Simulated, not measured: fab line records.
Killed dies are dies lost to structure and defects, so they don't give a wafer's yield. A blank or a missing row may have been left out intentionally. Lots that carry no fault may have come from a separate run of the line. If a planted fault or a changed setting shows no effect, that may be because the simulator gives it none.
fab line records	flow n5Finfet
record lots=4	wafers=12	lastDay=18
route steps=1938 shown MOL_CONTACT_COAG@620 BEOL_M0_SAQP@632 BEOL_M0@726 BEOL_M4@1111 PASSIVATION@1936
lots with no fault: from the same line, run without faults
startH: hours from the record's opening day to when the first of the lot's shown wafers began	waitH: time in hours since the lot's previous step	" same as the row above	L1.1+2: one row covering several wafers at once	- no value, or no start given	* or withheld: withheld	< > ~ a bound
route shown NAME@n: a module of which the file shows steps, and the number in the route of the first	usual: mean/standard deviation of fault-free wafers	same: alike in all rows	chamber/n: place in a boat	sites: the reading at each site	_std_site: standard deviation of those values	_edge_site: outer sites' mean less inner sites'	radiusMm: how far each site lies from the wafer's centre	mask NAME#n: copy n	behind: the tool/chamber that last shaped the wafer	hold: reason for holding the lot/hours on hold/outcome of the hold	device: names the non-switching transistor (n, p or np)	end of line: tests run on the same wafers once the route is complete	where a step has no rows: the recipe by itself	killed: at the first sort, the dies lost to defects and structure; wafer yield is something else	map: shows each die of a wafer: x if killed, . if not, _ if none is there
set.NAME: setting as actually run; set.NAME@STEP: the setting as run at that earlier step	model.NAME: the simulator's own value behind a step, which no gauge read
lots seen at some steps along the route; tables by step, rows by wafer
services: when a tool's chamber went out of use (startH, in hours from the record's first day, below 0 if earlier), for how many hours, and the reason
## steps
# step N5_MOL_CONTACT_COAG_PRECLEAN_138
# recipe chemistry=alkalineClean	tempC=60	timeS=60	doPpb=50
# step N5_MOL_CONTACT_COAG_SRD_139
# recipe dry=ipaMarangoni	timeS=30	tempC=23	rinseLiquid=diw
# step N5_MOL_CONTACT_COAG_PRE_CLEAN_121
# recipe gas=H2/He	timeS=*	tempC=withheld
# step N5_MOL_CONTACT_COAG_CVD_140
# recipe material=W	targetThkA=665	mode=selectiveFill	tempC=300	timeS=215
# step N5_MOL_CONTACT_COAG_PRECLEAN_127
# recipe chemistry=DIW	timeS=57.5	tempC=23
# step N5_MOL_CONTACT_COAG_SRD_128
# recipe dryTimeS=32	dry=n2Spin	spinRpm=1500
# step N5_MOL_CONTACT_COAG_CMP_52
# recipe stopOn=SiO2	tOverpolishS=1.5	postCmpClean=wDiluteNh4oh	downForcePsi=4	platenRpm=50.289	padVelocityMS=1.0006	targetThkNm=66.5
# step N5_MOL_CONTACT_COAG_ANNEAL_112
# recipe tempC=400	timeS=1800	ambient=HPD2	pressureAtm=10
# step N5_BEOL_M0_SAQP_PECVD_00
# recipe material=SiCN	targetThkA=80	tempC=withheld	precursor=3MS/NH3	pressureTorr=3	rfW=202	timeS=14
# usual chamberPressureTorr=3.000/0.0063	rfFwdPowerW=198.3/1	showerheadPlenumPTorr=3.668/0.016	throttleValvePct=9.0/0.55
lot.wafer	tool	chamber	startH	waitH	chamberPressureTorr	rfFwdPowerW	showerheadPlenumPTorr	throttleValvePct
L275.1	pecvd-01	2	144.46	0.2	-	-	-	-
L275.3	"	1	"	"	-	-	-	-
L275.6	"	1	"	"	-	-	-	-
L276.1	pecvd-03	1	153.04	0.2	-	-	-	-
L276.3	"	0	"	"	-	-	-	-
L276.4	"	0	"	"	-	-	-	-
L278.1	pecvd-03	1	160.82	0.2	2.991	198.8	3.679	9.1
L278.2	"	2	"	"	3.009	197.0	3.668	8.4
L278.3	"	0	"	"	3.002	198.1	3.668	9.4
L291.1	pecvd-03	0	251.47	0.2	2.997	196.6	3.672	9.2
L291.2	"	1	"	"	3.007	198.9	3.681	9.2
L291.3	"	2	"	"	3.011	196.9	3.659	8.9
# step N5_BEOL_M0_SAQP_ILD_DEP_01
# recipe material=SiOC	targetThkA=454.19	tempC=350	precursor=DEMS/O2	pressureTorr=5	rfW=500	timeS=8.7
# step N5_BEOL_M0_SAQP_HM_DEP_02
# recipe material=TiN	targetThkA=120	tempC=25	chamberPressurePa=0.49996
# step N5_BEOL_M0_SAQP_PECVD_03
# recipe material=SiCN	targetThkA=120	tempC=withheld	precursor=3MS/NH3	pressureTorr=3	rfW=202	timeS=21.1
# step N5_BEOL_M0_SAQP_PECVD_96
# recipe material=a-Si	targetThkA=450	tempC=350	precursor=SiH4/He	pressureTorr=3	rfW=100	timeS=45.2
# step N5_BEOL_M0_SAQP_PECVD_97
# recipe material=SiNx	targetThkA=230	tempC=350	precursor=SiH4/NH3/N2	pressureTorr=1.5	rfW=300	timeS=19.9
# step N5_BEOL_M0_SAQP_PECVD_04
# recipe material=a-Si	targetThkA=600	tempC=350	precursor=SiH4/He	pressureTorr=3	rfW=100	timeS=60.2
# step N5_BEOL_M0_SAQP_HM_DEP_111
# recipe material=SiO2	targetThkA=120	tempC=400	precursor=SiH4/N2O	pressureTorr=0.75	rfW=275	timeS=7.2
# step N5_BEOL_M0_SAQP_COAT_81
# recipe resist=SOC	tempC=250	timeS=60	spinRpm=1500	resistThkNm=100
# step N5_BEOL_M0_SAQP_COAT_82
# recipe resist=SiARC	tempC=220	timeS=60	spinRpm=1500	resistThkNm=30
# step N5_BEOL_M0_SAQP_COAT_08
# recipe resist=CAR-ArF	spinRpm=1500	resistThkNm=90
# step N5_BEOL_M0_SAQP_EBR_10
# recipe solvent=PGMEA	ebrWidthMm=1.5
# step N5_BEOL_M0_SAQP_SOFTBAKE_09
# recipe tempC=110	timeS=60	resist=CAR-ArF
# step N5_BEOL_M0_SAQP_EXPOSE_11
# recipe maskId=M0_CORE	na=1.35	sourceShape=dipole	sigmaInner=0.538	sigmaOuter=0.738	polarization=te	targetCdNm=42	doseMj=55
# step N5_BEOL_M0_SAQP_PEB_12
# recipe pebTempC=withheld	pebTimeS=60	resist=CAR-ArF
# step N5_BEOL_M0_SAQP_DEVELOP_13
# recipe developTimeS=30	developer=TMAH	resist=CAR-ArF	devTempC=23	rinseLiquid=diw	dry=airSpin
# step N5_BEOL_M0_SAQP_DESCUM_19
# recipe chemistry=O2	timeS=7.9	sourcePowerW=50	biasPowerW=20	pressureMtorr=20	rfFrequencyHz=2.712e+07	tempC=40	resist=CAR-ArF	o2FlowSccm=225
# step N5_BEOL_M0_SAQP_ETCH_83
# recipe chemistry=CF4	target=SiARC	targetDepthA=390	maskMaterial=CAR-ArF	timeS=65	ionEnergyEv=80	pressureMtorr=40	sourceW=545	biasW=36	Ar_flow_sccm=100	cf4FlowSccm=100	ends=cleared
# step N5_BEOL_M0_SAQP_ETCH_84
# recipe chemistry=N2/H2	target=SOC	targetDepthA=1000	overetchA=200	maskMaterial=SiARC	tempC=40	timeS=150	ionEnergyEv=200	pressureMtorr=30	sourceW=840	biasW=150	n2FlowSccm=200	h2FlowSccm=200
# step N5_BEOL_M0_SAQP_STRIP_80
# recipe chemistry=N2/H2	tempC=40	n2FlowSccm=200	h2FlowSccm=200	rfFrequencyHz=6e+07
# step N5_BEOL_M0_SAQP_HM_OPEN_112
# recipe chemistry=CHF3/O2	target=SiO2	stopOn=a-Si	targetDepthA=120	overEtchFrac=1.25	maskMaterial=SOC	timeS=13.5	pressureMtorr=30	sourceW=650	biasW=170	Ar_flow_sccm=200	CHF3_flow_sccm=50	O2_flow_sccm=5	ionEnergyEv=200	ends=endPoint
# step N5_BEOL_M0_SAQP_STRIP_113
# recipe chemistry=CHF3/O2	resist=SiARC	rfFrequencyHz=6e+07
# step N5_BEOL_M0_SAQP_MANDREL_ETCH_20
# recipe targetDepthA=600	chemistry=HBr/Cl2	target=a-Si	stopOn=SiNx	btTimeS=10	maskMaterial=SOC	overEtchFrac=0.5	timeS=30	pressureMtorr=10	icpW=800	biasW=75	HBr_flow_sccm=150	Cl2_flow_sccm=80	ends=endPoint
# step N5_BEOL_M0_SAQP_STRIP_86
# recipe chemistry=N2/H2	powerW=500	tempC=40	pressureMtorr=50	rfFrequencyHz=6e+07	overashFraction=0.3	biasPowerW=28	h2Frac=0.5	n2FlowSccm=300	h2FlowSccm=300
# step N5_BEOL_M0_SAQP_STRIP_115
# recipe chemistry=postEtchResidueRemover	timeS=60	tempC=25	removerPh=withheld	removerWaterWtPct=withheld	removerFluorideWtPct=withheld
# step N5_BEOL_M0_SAQP_SRD_93
# recipe dry=ipaMarangoni	timeS=30	tempC=23	rinseLiquid=diw
# step N5_BEOL_M0_ETCH_109
# recipe chemistry=CH3F/O2	targetDepthA=80	overetchA=24	target=SiCN	timeS=27.4	ionEnergyEv=120	pressureMtorr=30	sourceW=395	biasW=75	Ar_flow_sccm=150	CH3F_flow_sccm=30	O2_flow_sccm=20
# usual biasW=74.99/0.22	drypumpMotorCurrentA=5.7/0.37	oesProductAu=0.71/0.071	rfVppV=297.4/1.4	showerheadPlenumPTorr=2.00/0.061	throttleValvePct=16.24/0.18
lot.wafer	tool	chamber	startH	waitH	biasW	drypumpMotorCurrentA	oesProductAu	rfHoursCounterH	rfVppV	showerheadPlenumPTorr	throttleValvePct	model.etch.depthNm
L275.1	rieDiel-01	3	154.24	0.9	75.18	5.6	0.26	214	297.1	2.07	16.55	0
L275.3	"	2	"	"	74.93	4.9	0.36	18	298.1	2.05	16.00	0
L275.6	"	0	"	"	74.94	5.4	0.33	-	297.3	2.02	16.05	0
L276.1	rieDiel-05	1	163.69	0.0	74.98	5.8	0.34	31	296.3	1.94	16.19	0
L276.3	"	0	"	"	75.05	5.7	0.30	92	298.7	2.03	15.99	0
L276.4	"	2	"	"	75.52	5.8	0.32	43	296.4	1.94	16.28	0
L278.1	rieDiel-05	2	172.85	1.2	74.83	5.8	0.74	47	295.2	1.94	16.31	7.864
L278.2	"	3	"	"	74.52	6.3	0.58	243	297.8	2.05	16.55	7.833
L278.3	"	1	"	"	75.37	5.9	0.75	34	295.8	1.93	16.22	7.779
L291.1	rieDiel-05	1	264.35	0.1	74.40	5.9	0.72	65	296.1	1.92	16.28	7.955
L291.2	"	0	"	"	74.74	5.7	0.64	126	295.9	2.02	16.07	7.849
L291.3	"	3	"	"	75.37	6.3	0.76	17	298.8	2.04	16.17	7.828
# step N5_BEOL_M0_RS_MEAS_126
# recipe thkMeasGauge=four-point-probe	reads=Co_of_BEOL_M0_CO_CAP_123+Cu_of_BEOL_M0_ECD_118+Co_of_BEOL_M0_CVD_115+TaN_of_BEOL_M0_ALD_136
# usual M0_RS=0.538/0.023
lot.wafer	tool	chamber	startH	waitH	M0_RS[ohm/sq]
L275.1	filmMetro-01	-	158.41	0.0	0.666
L275.3	"	-	"	"	0.620
L275.6	"	-	"	"	0.665
L276.1	filmMetro-01	-	166.68	0.0	0.674
L276.3	"	-	"	"	0.737
L276.4	"	-	"	"	0.669
L278.1	filmMetro-01	-	175.83	0.0	0.572
L278.2	"	-	"	"	0.566
L278.3	"	-	"	"	0.558
L291.1	filmMetro-02	-	268.39	0.0	0.528
L291.2	"	-	"	"	0.514
L291.3	"	-	"	"	0.537
# step N5_BEOL_M4_RC_MEAS_101
# usual DIBL_N=36.0/1.7	DIBL_P=36.2/2.3	IOFF_N=0.16/0.03	IOFF_P=0.21/0.036	ION_N=679/11	ION_P=465/7.1	SS_N=71.4/0.58	SS_P=73.3/0.75	VT_N=249/3.1	VT_P=-251/3.5
lot.wafer	tool	chamber	startH	waitH	DIBL_N[mV/V]	DIBL_P[mV/V]	IOFF_N[nA/um]	IOFF_P[nA/um]	ION_N[uA/um]	ION_P[uA/um]	SS_N[mV/dec]	SS_P[mV/dec]	VT_N[mV]	VT_P[mV]
L275.1	prober-02	0	207.12	0.4	36.4	36.9	0.16	0.22	685	470	72.0	73.4	249	-249
L275.3	"	0	"	"	34.6	35.0	0.14	0.20	674	464	71.0	73.2	252	-252
L275.6	"	0	"	"	35.5	36.3	0.16	0.22	687	477	71.2	74.2	249	-247
L276.1	prober-01	0	213.86	0.0	34.8	34.9	0.14	0.20	669	459	71.5	72.7	249	-251
L276.3	"	0	"	"	35.4	35.2	0.14	0.19	661	452	71.6	74.3	251	-252
L276.4	"	0	"	"	35.2	35.1	0.15	0.20	678	460	71.5	72.7	248	-251
L278.1	prober-01	0	230.08	0.0	33.1	33.0	0.10	0.15	653	456	70.4	72.3	257	-254
L278.2	"	0	"	"	36.4	37.6	0.16	0.21	667	462	71.3	74.3	252	-252
L278.3	"	0	"	"	37.3	38.6	0.17	0.24	679	468	71.8	74.1	250	-249
L291.1	prober-02	0	320.85	0.0	40.9	42.9	0.25	0.31	697	469	72.0	74.5	242	-244
L291.2	"	0	"	"	34.9	37.2	0.15	0.21	676	467	71.2	72.6	250	-249
L291.3	"	0	"	"	34.0	35.8	0.13	0.17	665	456	70.7	72.6	254	-252
# step N5_PASSIVATION_PROBE_49
# usual defectLimitedYield=91.3/1.5	killed_at_M0_to_M3=31/11	killed_at_M4_up=14/5.1	killedAtContacts=12/5.6	killedAtFrontEnd=42/12	killedAtOther=3.8/2.9	killedDies=103/18	killedOnRim=14/4.5	killedOpen=67/14	killedShort=33/8	sort_bin_5_function=5.1/1	sort_bin_6_memory=3.2/0.75	sortNPass=1077/18	sortYieldPct=91.3/1.5
# same grossDies=1180	killedAtBackSide=0	sort_bin_4_leakage[%]=0	sort_bin_8_speed[%]=0
lot.wafer	tool	chamber	startH	waitH	defectLimitedYield[%]	killed_at_M0_to_M3	killed_at_M4_up	killedAtContacts	killedAtFrontEnd	killedAtOther	killedDies	killedOnRim	killedOpen	killedShort	sort_bin_5_function[%]	sort_bin_6_memory[%]	sortNPass	sortYieldPct[%]
L275.1	prober-01	-	331.47	0.0	65.9	303	30	9	57	3	402	36	102	34	29.2	4.3	778	65.9
L275.3	prober-01	-	331.57	0.1	66.8	299	15	7	69	2	392	17	84	30	29.3	3.6	788	66.8
L275.6	prober-01	-	331.72	0.3	71.4	276	13	13	34	2	338	14	70	19	26.4	2.1	842	71.4
L276.1	prober-01	-	339.42	0.0	68.3	289	10	8	61	6	374	114	55	39	27.3	3.4	806	68.3
L276.3	prober-01	-	339.52	0.1	70.0	293	6	7	43	5	354	111	54	25	27.2	2.5	826	70.0
L276.4	prober-01	-	339.57	0.2	68.2	284	12	16	60	3	375	107	60	44	28.4	2.7	805	68.2
L278.1	prober-02	-	349.71	2.4	91.4	27	13	11	46	4	101	18	69	28	4.9	3.4	1079	91.4
L278.2	prober-02	-	349.76	2.5	92.5	18	19	4	42	5	88	11	45	42	4.7	2.3	1092	92.5
L278.3	prober-02	-	349.81	2.5	91.6	26	19	11	41	2	99	5	62	36	5.6	2.5	1081	91.6
L291.1	prober-01	-	422.50	0.0	89.5	51	23	15	30	5	124	16	93	27	5.7	4.5	1056	89.5
L291.2	prober-01	-	422.55	0.1	90.9	43	12	21	29	2	107	19	75	29	4.8	3.7	1073	90.9
L291.3	prober-01	-	422.60	0.1	91.7	33	14	21	24	6	98	13	67	25	4.7	3.1	1082	91.7
# killed by level:class
L275.1 BEOL_M0_SAQP:areaPecvd=262 STI_FIN_REVEAL:geometricParticle:open=22 BEOL_M4:geometricParticle:open=19 BEOL_M0_SAQP:geometricParticle:open=10 MOL_CONTACT_COAG:geometricParticle:open=9 BEOL_M3:geometricParticle:open=9 BEOL_M2:geometricParticle:open=7 GATE_CUT:geometricParticle:short=6
L275.3 BEOL_M0_SAQP:areaPecvd=273 STI_FIN_REVEAL:geometricParticle:open=30 BEOL_M1:geometricParticle:open=10 GATE_CUT:geometricParticle:short=9 BEOL_M4:geometricParticle:open=8 STI_FIN_REVEAL:geometricParticle:short=5 BEOL_M2:geometricParticle:open=5 MOL_CONTACT_COAG:geometricParticle:open=5
L275.6 BEOL_M0_SAQP:areaPecvd=249 STI_FIN_REVEAL:geometricParticle:open=14 MOL_CONTACT_COAG:geometricParticle:open=12 BEOL_M0_SAQP:geometricParticle:open=9 BEOL_M1:geometricParticle:open=7 BEOL_M4:geometricParticle:open=5 BEOL_M3:geometricParticle:open=5 BEOL_M8:geometricParticle:open=4
L276.1 BEOL_M0_SAQP:areaPecvd=273 FIN_SAQP:geometricParticle:short=11 GATE_CUT:geometricParticle:short=9 GATE_CUT:geometricParticle:open=8 FIN_SAQP:geometricParticle:open=7 MOL_CONTACT_COAG:geometricParticle:open=7 BEOL_M4:geometricParticle:open=7 HKMG_FIN:areaEtch=7
L276.3 BEOL_M0_SAQP:areaPecvd=275 FIN_SAQP:geometricParticle:open=10 STI_FIN_REVEAL:geometricParticle:open=8 FIN_SAQP:geometricParticle:short=7 GATE_CUT:geometricParticle:open=5 MOL_CONTACT_COAG:geometricParticle:open=5 BEOL_M3:geometricParticle:open=5 STI_FIN_REVEAL:geometricParticle:short=4
L276.4 BEOL_M0_SAQP:areaPecvd=267 FIN_SAQP:geometricParticle:short=20 MOL_CONTACT_COAG:geometricParticle:open=13 FIN_SAQP:geometricParticle:open=8 GATE_CUT:geometricParticle:short=6 STI_FIN_REVEAL:geometricParticle:open=5 GATE_CUT:geometricParticle:open=5 DUMMY_GATE:geometricParticle:open=4
L278.1 FIN_SAQP:geometricParticle:open=13 MOL_CONTACT_COAG:geometricParticle:open=10 FIN_SAQP:geometricParticle:short=9 BEOL_M2:geometricParticle:open=7 BEOL_M3:geometricParticle:open=6 GATE_CUT:geometricParticle:short=5 BEOL_M3:geometricParticle:short=4 STI_FIN_REVEAL:geometricParticle:open=3
L278.2 FIN_SAQP:geometricParticle:open=12 FIN_SAQP:geometricParticle:short=9 BEOL_M4:geometricParticle:short=5 BEOL_M1:geometricParticle:open=5 GATE_CUT:geometricParticle:short=5 BEOL_M5:geometricParticle:open=5 ILD0:geometricParticle:short=4 BEOL_M2:geometricParticle:open=4
L278.3 FIN_SAQP:geometricParticle:open=13 FIN_SAQP:geometricParticle:short=11 MOL_CONTACT_COAG:geometricParticle:open=10 BEOL_M0_SAQP:geometricParticle:short=10 BEOL_M5:geometricParticle:open=6 BEOL_M4:geometricParticle:short=5 STI_FIN_REVEAL:geometricParticle:open=4 BEOL_M0_SAQP:geometricParticle:open=4
L291.1 BEOL_M4:geometricParticle:open=14 MOL_CONTACT_COAG:geometricParticle:open=13 BEOL_M0_SAQP:geometricParticle:open=12 BEOL_M0:geometricParticle:open=10 BEOL_M3:geometricParticle:open=8 FIN_SAQP:geometricParticle:open=7 BEOL_M1:geometricParticle:open=6 BEOL_M0_SAQP:geometricParticle:short=5
L291.2 MOL_CONTACT_COAG:geometricParticle:open=16 BEOL_M2:geometricParticle:open=11 BEOL_M1:geometricParticle:open=9 BEOL_M3:geometricParticle:open=9 FIN_SAQP:geometricParticle:open=7 BEOL_M0_SAQP:geometricParticle:short=7 DUMMY_GATE:geometricParticle:open=5 MOL_CONTACT_COAG:geometricParticle:short=5
L291.3 MOL_CONTACT_COAG:geometricParticle:open=15 MOL_CONTACT_COAG:geometricParticle:short=6 BEOL_M1:geometricParticle:open=6 BEOL_M3:geometricParticle:open=6 STI_FIN_REVEAL:geometricParticle:open=5 BEOL_M0_SAQP:geometricParticle:open=5 BEOL_M2:geometricParticle:open=5 HKMG_FIN:areaEtch=5
# map L275.1 (x killed, . not)
_________________.x.xx..x....________________
______________...x..xx..x..xxx.._____________
___________x.x..x.x......x...x..x.x__________
__________...x.x..x..xxxxxxx.x.....x_________
________.x.x....x.xxx.xxxxx.xxx......x_______
_______....x.x...x.xxx.xxxx.xxxx.x...x.______
______...x....xx..x.xxx.xx.xxxx.xxx....._____
_____.x...x....xxxxxx.x..xxx..xxx......x.____
____...x.xxxx.xxxxxxx.xx.xxxxx...x.x.x...x___
___.x...x...x..xxxx..xxxxx...xxxx.x....xx.x__
___....x...xxxxx.xxxx.xxx.xxxxxxx.....x..xx__
__xx..x....x..x..xxx.xxxx.x...x.x..xx...xx.._
__......xx....x.xx..xx.xxxx.xxx..x....x....x_
_...xx......x..x.x..xxx.x..x.x.xx...x......xx
_.....x.....x...xxx.x.x..xxxx.xxx..........x.
_..........xxx.xxx.xxxx.xxxx....x.x.x...x....
_.....xx..x..xxxxx.xx.x..xxxxx..x.x.x.xx.....
_.......x.x..xxx.x.xxx...xx...x..x...xx......
_...x....xxxx.....xxxxxxxxx.xx.x.x......x...x
_.....x.xx...xx..x.xxx.xx..xxx..x..x...x...x.
_.............x.x.......x....xxx.....x.......
__...x....x.....xxx.x.x..xx....xxx.x...x...._
__...............xx.xx.x...x......x....x...._
___x.........x......x..xx.xx...xx..x.x.....__
___x...........xx.....x....x.xx........x...__
____..x......xx..x....x.x..xxx......xx...x___
_____.x.............x.....x..............____
______........x..x.....x..........x....._____
_______....x..........x....x.....xx....______
________........x..........x......x..._______
__________.x............x...x......x_________
___________.x....................x.__________
______________..........x......x_____________
_________________............________________
# map L276.4 (x killed, . not)
_________________x....xxxxxx.________________
______________xxxxxxxxxxxxxx.xxx_____________
___________xxxxx.x.xxxx.....x.x.xxx__________
__________x.x..xx.xxxx....xx..xxx.xx_________
________xxxxx..........xx..x.xx.xxxxx._______
_______xxx...xx.....xx.....x.x..x..xxxx______
______xxxx.xxx................x.....xx.._____
_____x..xx..........................x.xxx____
____..x.x.xxx..............x..x.....xx..xx___
___xx.xxx.x.x.x......x...............x..xxx__
___x.x...xx......x.......x.x.......xxx.x...__
__..x.xx...xx.....x....x............x.xxx.xx_
__x...x.xx............x......x........x...x._
_.xxxx..x....x...........x.............xx.x..
_.....................................x.x..xx
_xx.xxx...x.x..........x....x..x.x.......x.xx
_xx........x..x....................x....xx.xx
_xx.xxx..............x.......................
_xxx.xxx.......x.x.............x..x..x...x.xx
_xxx..x.xx.x................x..x...x.x.x..x.x
_xx.x.............x.....x........x........xx.
__xxxx.....xx....................x......x.xx_
__xxx.x..x.........................xxxx..x.x_
___xxx..xx.x.xx...................x..x.x...__
___.x..xx..x..................x......x..xxx__
____xx.x.....x.....x..............xxx.xx.x___
_____xx.......x....................xxxxxx____
______.xx.x......x..................xxxx_____
_______xxx.x...x.x...x....xx.......xxxx______
________xx.xxxx.x...x.x..........xx.x._______
__________xxxx.....xx..xxxxx......x._________
___________xx..xxx.xx.xxxx.xxx.x..x__________
______________.xx.x...x.xxxx..xx_____________
_________________.xx.xxx.xx.x________________
## services
tool	chamber	startH	hours	kind
pecvd-03	-	122.25	2.5	repair
rieDiel-01	2	128.72	2.3	repair
pecvd-01	-	132.82	0.8	repair
pecvd-03	-	133.85	2.2	repair
pecvd-01	-	167.36	1.7	repair
pecvd-01	2	170.77	-	calibration
pecvd-03	1	184.01	5.0	scheduledDown
rieDiel-05	3	194.37	-	clean
rieDiel-05	3	194.37	-	consumableReplace:focusRing
rieDiel-05	3	194.37	13.7	scheduledDown
rieDiel-05	3	194.37	13.7	ventCycle
pecvd-01	-	200.16	2.8	pm
pecvd-01	-	258.95	5.1	repair
rieDiel-01	3	263.49	2.6	repair
## key
firstSign step=N5_BEOL_M0_SAQP_PECVD_00	reading=toolRecord	direction=missing
effect step=N5_BEOL_M0_ETCH_109	reading=oesProductAu	direction=down	sigmas=5.5	usual=0.71	struck=0.32
effect step=N5_BEOL_M0_RS_MEAS_126	reading=M0_RS	direction=up	sigmas=5.8	usual=0.538	struck=0.672
effect step=N5_PASSIVATION_PROBE_49	reading=killed_at_M0_to_M3	direction=up	sigmas=24	usual=31	struck=291
modelEffect step=N5_BEOL_M0_ETCH_109	value=etch.depthNm	without=8.023	struck=0
moreKillsBornAt N5_BEOL_M0_SAQP_PECVD_00@pecvd-03=815	N5_BEOL_M0_SAQP_PECVD_00@pecvd-01=784
metAt N5_BEOL_M0_SAQP_PECVD_00
struckWafers L275.1,L275.3,L275.6,L276.1,L276.3,L276.4
fault kind=skippedStepWhole	tool=pecvd-01,pecvd-03	chamber=-	onsetH=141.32	steps=N5_BEOL_M0_SAQP_PECVD_00	scope=struckLotsOnly
